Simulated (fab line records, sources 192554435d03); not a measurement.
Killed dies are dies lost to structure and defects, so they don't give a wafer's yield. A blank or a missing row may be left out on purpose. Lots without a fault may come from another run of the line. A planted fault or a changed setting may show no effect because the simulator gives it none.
A struck lot beside a sound one | flow n5_finfet | 37 steps out of a route of 1938
Sound: wafers L978.2, L978.4, L978.6. Struck: wafer L994.4. (L994.2, L994.5 of the same lot were not struck and are left out.) The cause comes at the end.
At each step with rows: each side's tool, then ch and its chambers, then its first start. Under that, the readings that differ: sound wafers | struck wafers | difference of the means | sigmas: that difference in standard deviations of wafers without a fault.
alike: readings whose means differ by less than 2 such deviations, and words and numbers that are the same on both sides. not compared: withheld readings, readings that some wafer has no value for, bounds like >300 that may hide the same value, and numbers for which the record gives no deviation and whose values overlap.
The two part at a step that has a row with sigmas, a row that says differs or no value, or rows on one side only. Numbers that don't overlap but have no deviation are shown without sigmas and don't part them. A reading that every wafer of one side lacks parts them only if that side has two wafers or more.

first, 9 steps without rows for these wafers: N5_SDB_COAT_03 (time 60 s, resist thk 100 nm); N5_SDB_COAT_04 (time 60 s, resist thk 18 nm); N5_SDB_COAT_05 (resist thk 90 nm); N5_SDB_EBR_07; N5_SDB_SOFTBAKE_06 (time 60 s); N5_SDB_EXPOSE_08 (exposes mask SDB); N5_SDB_PEB_09 (peb time 60 s); N5_SDB_DEVELOP_10 (develop time 30 s); N5_SDB_DESCUM_16 (chemistry O2, time 7.9 s).
N5_SDB_ETCH_17: etches SiARC in CF4, target depth 23.4 nm, time 39 s.
  sound on rie_diel-02 ch 1,2,3, day 3 23:19; struck on rie_diel-02 ch 3, day 7 19:26
  alike: drypump_motor_current_A, etch_rf_on_time_s, oes_product_au, rf_vpp_V, showerhead_plenum_p_Torr, throttle_valve_pct
  not compared: rf_hours_counter_h
then, 26 steps without rows for these wafers: N5_SDB_ETCH_18 (etches SOC in N2/H2, target depth 100 nm, overetch 20 nm, time 150 s); N5_SDB_STRIP_19 (strips in N2/H2); N5_SDB_STRIP_21 (strips in CF4); N5_SDB_HM_OPEN_20 (chemistry CH3F/O2, target SiNx, stops on poly-Si, target depth 24 nm); N5_SDB_STRIP_22 (strips in N2/H2); N5_SDB_PRECLEAN_23 (cleans in dHF, time 30 s); N5_SDB_DUMMY_REMOVE_24 (chemistry TMAH, target poly-Si, stops on SiO2, target depth 142 nm, time 57 s, rinse time 30 s); N5_SDB_ETCH_25 (etches SiO2 in C4F6/O2, target depth 10 nm, time 3.3 s); N5_SDB_CUT_ETCH_26 (etches Si in HBr/Cl2/O2, target depth 129.6 nm, bt time 20 s, time 51.8 s); N5_SDB_PRECLEAN_38 (cleans in dHF, time 10 s); N5_SDB_PRECLEAN_39 (cleans in O3/DIW, time 45 s); N5_SDB_SRD_28 (time 30 s); N5_SDB_ALD_29 (deposits SiNx, target thk 30 nm, pulse time 1 s, ald cycles 600); N5_SDB_CMP_30 (polishes, stops on poly-Si, t overpolish 1.54 s, target thk 30 nm); N5_DUMMY_REMOVAL_HM_STRIP_01 (strips SiNx in CH3F/O2, stops on poly-Si, target depth 4 nm, time 6.8 s); N5_DUMMY_REMOVAL_STRIP_10 (strips in N2/H2, time 40 s); N5_DUMMY_REMOVAL_PRECLEAN_07 (cleans in dHF, time 30 s); N5_DUMMY_REMOVAL_DUMMY_REMOVE_02 (chemistry TMAH, target poly-Si, stops on SiO2, target depth 142 nm, time 57 s, rinse time 30 s); N5_DUMMY_REMOVAL_PRECLEAN_08 (cleans in NF3:NH3, afs cycles 2, time 20 s, sublimation time 60 s); N5_DUMMY_REMOVAL_PRECLEAN_04 (cleans in DHF, time 37 s); N5_DUMMY_REMOVAL_SRD_05 (time 30 s); N5_HKMG_FIN_IL_REGROW_00 (material SiO2, chemistry O3, target thk 0.75 nm, time 30 s); N5_HKMG_FIN_HK_ALD_01 (deposits HfO2, target thk 1.6 nm, pulse time 3 s, purge time 3 s); N5_HKMG_FIN_HK_ANNEAL_02 (time 30 s); N5_HKMG_FIN_ALD_74 (deposits La2O3, target thk 0.5 nm, pulse time 6 s, co reactant pulse time 1 s); N5_HKMG_FIN_ALD_75 (deposits Al2O3, target thk 1 nm, co reactant pulse time 1 s).
-- the record jumps here: 10 days lie between the struck wafers' starts before and after (it left off in module HKMG_FIN and takes up again in module PASSIVATION, whose first step shown is number 1936 of the route) --
N5_PASSIVATION_PROBE_49:
  the record has rows for the struck wafers here (prober-02, day 17 12:55) and none for the sound ones

WHERE THEY PART
Only at N5_PASSIVATION_PROBE_49, within this record.

WHY: what the simulator had put in
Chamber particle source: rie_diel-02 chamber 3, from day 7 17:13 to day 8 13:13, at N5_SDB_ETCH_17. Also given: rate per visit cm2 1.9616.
